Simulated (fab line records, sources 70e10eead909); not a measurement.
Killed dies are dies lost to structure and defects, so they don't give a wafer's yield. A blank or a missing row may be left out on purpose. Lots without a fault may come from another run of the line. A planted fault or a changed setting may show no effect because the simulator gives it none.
Which tool did it? | flow nand_harc | 6 lots, 18 wafers sampled, at 3 steps of a route of 1302

WHAT THE GAUGES READ, wafer by wafer
NHARC_A_CONTACT_OVL_MEAS_09.
lot  | measured     | on         | overlay_x_nm (nm)
L677 | day 22 20:43 | overlay-01 | -1.5 -1.3 -1.0
L680 | day 24 14:52 | overlay-01 | -0.1 0.0 -0.5
L685 | day 26 09:41 | overlay-02 | 0.8 1.1 1.0
L690 | day 28 17:40 | overlay-01 | -0.7 -0.7 -0.2
L695 | day 30 01:03 | overlay-01 | -0.2 -1.1 -0.9
L698 | day 31 22:53 | overlay-02 | -2.0 -2.6 -1.9

WHICH TOOL RAN EACH LOT (tool, then ch and the chambers of the sampled wafers, then the start)
lot  | NHARC_A_CONTACT_ETCH_97                       | NHARC_A_CONTACT_SOFTBAKE_03
L677 | rie_diel-01 ch 0,1,3, day 22 20:00 or earlier | litho_track-06 ch 0, day 22 20:00
L680 | rie_diel-05 ch 2,3, day 24 14:00 or earlier   | litho_track-06 ch 0, day 24 14:00
L685 | rie_diel-05 ch 0,1, day 26 09:00 or earlier   | litho_track-06 ch 0, day 26 09:00
L690 | rie_diel-01 ch 1,2, day 28 17:00 or earlier   | litho_track-06 ch 0, day 28 17:00
L695 | rie_diel-01 ch 1,2, day 30 00:00 or earlier   | litho_track-01 ch 0, day 30 00:00
L698 | rie_diel-01 ch 0,3, day 31 14:35              | litho_track-01 ch 0, day 31 22:00
- NHARC_A_CONTACT_ETCH_97: etches the open film in C4F6/O2, target depth 20 nm, time 10 s.
- NHARC_A_CONTACT_SOFTBAKE_03: time 55 s.

THE ANSWER, worked out from the rows above alone
Rule: what is usual is taken from the lots themselves. Put in order of their means at a reading, lots are off if they are a third of the lots or fewer, leave a main group of 4 or more, and stand apart from it by a gap of 3 or more times the standard deviation of the main group's means; of several such gaps the widest counts. A main group whose means are all the same, to the digits that the tables above print for the reading, isn't used. A lot without any number at a reading at which 4 lots or more have one is off too. The other lots that the step has rows for count as sound.
No lot is off at any reading shown: from this, nothing can be told.

WHAT THE SIMULATOR HAD PUT IN
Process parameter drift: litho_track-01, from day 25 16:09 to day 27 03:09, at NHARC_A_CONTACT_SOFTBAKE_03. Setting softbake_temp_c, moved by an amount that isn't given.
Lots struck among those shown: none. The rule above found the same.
